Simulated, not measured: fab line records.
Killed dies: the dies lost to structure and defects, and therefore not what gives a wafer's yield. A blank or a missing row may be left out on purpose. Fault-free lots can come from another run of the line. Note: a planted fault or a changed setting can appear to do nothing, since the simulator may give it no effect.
2 desks, one fault	flow n5_finfet	every desk sees just its own numbers, and what lay behind them comes last

## FROM THE METROLOGY DESK
Means of the sampled wafers that have a number, per lot and without regard to the tool the lot ran on: this is what the gauges read. If a lot's mean is further than 4 standard deviations from the usual mean, the lot is out of limits and carries the mark OUT (the distance appears in the brackets).
Columns: A = thk_nm at N5_SD_EPI_N_EPI_MEAS_23, usual 59.0 nm
lot	first seen here	A
L250	day 3 10:32	58.9
L261	day 6 09:13	56.3
L263	day 6 15:55	55.1
L267	day 7 17:45	58.3
This desk's finding: nothing out of limits on any of the 4 lots.

## AT THE TOOL OWNER'S DESK: epi_rpcvd-01
The tool's own readings at N5_SD_EPI_N_EPI_21 (deposits Si:P, time 690 s): means of the sampled wafers that have a number, for each lot that ran on this tool. If a lot's mean is further than 4 standard deviations from the usual mean, the lot is out of limits and carries the mark OUT (the distance appears in the brackets).
Columns: A = susceptor_temp_C at N5_SD_EPI_N_EPI_21, usual 680.0 C; B = susceptor_temp_C_max at N5_SD_EPI_N_EPI_21, usual 681.4
lot	first seen here	A	B
L250	day 3 08:16	680.2	681.4
L261	day 6 08:04	676.6 (-11) OUT	678.3 (-7.7) OUT
L263	day 6 14:28	677.2 (-9.1) OUT	678.6 (-7.0) OUT
This desk's finding: out of limits on L261, L263; first on L261, day 6 08:04 (susceptor_temp_C at N5_SD_EPI_N_EPI_21). L250: within limits.

## BROUGHT TOGETHER
On L261, L263, at day 6 08:04, an alarm was possible from the tool owner's desk.
Metrology desk: nothing out of limits seen.
The metrology desk has L261, L263 on record, within its limits.
All the named lots went through N5_SD_EPI_N_EPI_21 on epi_rpcvd-01.

## WHAT WAS PUT IN BY THE SIMULATOR
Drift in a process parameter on epi_rpcvd-01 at N5_SD_EPI_N_EPI_21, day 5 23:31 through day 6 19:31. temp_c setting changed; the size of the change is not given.
Lots struck among those shown: L261, L263.
Each desk's first reading out of limits, in hours after the fault started: the tool owner's desk, 9.
